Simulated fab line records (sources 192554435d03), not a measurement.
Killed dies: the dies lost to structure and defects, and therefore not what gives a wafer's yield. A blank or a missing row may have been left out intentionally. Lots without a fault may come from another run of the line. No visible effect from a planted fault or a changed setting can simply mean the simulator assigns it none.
Chamber matching / flow n5Finfet / N5_BEOL_M1_ETCH_74 on rieDiel-02 has 4 sister chambers
The step etches underlayer in N2/H2, target depth 6.5 nm, time 5.2 s. 4 wafers are shown with their chamber, then 9 later ones without.

WAFERS WITH THEIR CHAMBER
wafer=L080.5; chamber=1; showerheadPlenumPTorr (Torr)=2.54
wafer=L082.5; chamber=2; showerheadPlenumPTorr (Torr)=2.43
wafer=L083.4; chamber=0; showerheadPlenumPTorr (Torr)=2.65
wafer=L083.6; chamber=3; showerheadPlenumPTorr (Torr)=2.58

WAFERS WITH NO CHAMBER GIVEN
wafer=L085.2; showerheadPlenumPTorr (Torr)=2.54
wafer=L085.3; showerheadPlenumPTorr (Torr)=2.54
wafer=L085.6; showerheadPlenumPTorr (Torr)=2.54
wafer=L087.2; showerheadPlenumPTorr (Torr)=2.65
wafer=L087.4; showerheadPlenumPTorr (Torr)=2.58
wafer=L087.6; showerheadPlenumPTorr (Torr)=2.75
wafer=L095.2; showerheadPlenumPTorr (Torr)=2.64
wafer=L095.5; showerheadPlenumPTorr (Torr)=2.57
wafer=L095.6; showerheadPlenumPTorr (Torr)=2.64

EACH ONE'S CHAMBER
wafer=L085.2; from the rows above=can't be placed: 1 or 3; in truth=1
wafer=L085.3; from the rows above=can't be placed: 1 or 3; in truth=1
wafer=L085.6; from the rows above=can't be placed: 1 or 3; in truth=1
wafer=L087.2; from the rows above=0; in truth=0
wafer=L087.4; from the rows above=can't be placed: 3 or 1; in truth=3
wafer=L087.6; from the rows above=0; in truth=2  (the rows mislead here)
wafer=L095.2; from the rows above=can't be placed: 0 or 3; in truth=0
wafer=L095.5; from the rows above=can't be placed: 3 or 1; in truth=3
wafer=L095.6; from the rows above=can't be placed: 0 or 3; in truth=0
Correctly placed: 1 of 9. These rows do not allow placing 7 (true chamber among the candidates in 7). Number placed wrongly: 1.
How it was worked out, from the rows above alone: a wafer's distance from a chamber is the root of the sum, over the readings, of the square of ((its reading less the chamber's mean) divided by the reading's scatter). The wafer belongs to the nearest chamber; if the next one is less than 2 further off, it can't be placed. A chamber's mean is the mean of its shown wafers. The scatter (one wafer shown for each chamber): square how far every hidden wafer sits from the nearest shown wafer, average those squares and take the square root.
